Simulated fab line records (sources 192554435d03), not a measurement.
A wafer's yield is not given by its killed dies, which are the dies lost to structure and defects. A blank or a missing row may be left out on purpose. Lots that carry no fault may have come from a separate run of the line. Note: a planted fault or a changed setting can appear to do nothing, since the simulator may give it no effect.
Chamber matching    flow n5 finfet    N5_BEOL_M5_ETCH_72 on rie diel-02: 3 sister chambers
The step etches underlayer in N2/H2, target depth 6.5 nm, time 5.2 s. 6 wafers are shown with their chamber, then 7 later ones without.

## WAFERS PAIRED WITH THEIR CHAMBERS
wafer   chamber  throttle valve pct (%)  showerhead plenum p Torr (Torr)
L085.1  2        17.9                    2.43
L088.1  2        18.0                    2.42
L088.5  0        17.3                    2.58
L090.1  3        18.0                    2.53
L090.4  3        18.0                    2.53
L090.5  0        17.3                    2.58

## WAFERS WHOSE CHAMBER IS MISSING
wafer   throttle valve pct (%)  showerhead plenum p Torr (Torr)
L093.1  18.0                    2.42
L093.6  17.3                    2.58
L094.3  18.0                    2.42
L094.4  17.3                    2.58
L094.6  17.3                    2.58
L097.3  18.0                    2.42
L097.6  17.3                    2.58

## EACH ONE'S CHAMBER
wafer   from the rows above  in truth
L093.1  2                    2
L093.6  0                    0
L094.3  2                    2
L094.4  0                    0
L094.6  0                    0
L097.3  2                    2
L097.6  0                    0
7 of 7 placed correctly. Not placeable from these rows: 0. Wrongly placed: 0.
How it was worked out, from the rows above alone: a wafer's distance from a chamber is the root of the sum, over the readings, of the square of ((its reading less the chamber's mean) divided by the reading's scatter). If the next closest chamber is less than 2 further off than the closest, the wafer can't be placed; otherwise it belongs to the closest. A chamber's mean is the mean of its shown wafers. How the scatter is found: for the shown wafers, subtract from each reading the mean of its chamber, square and add these, divide the total by (wafers less chambers), then take the root.
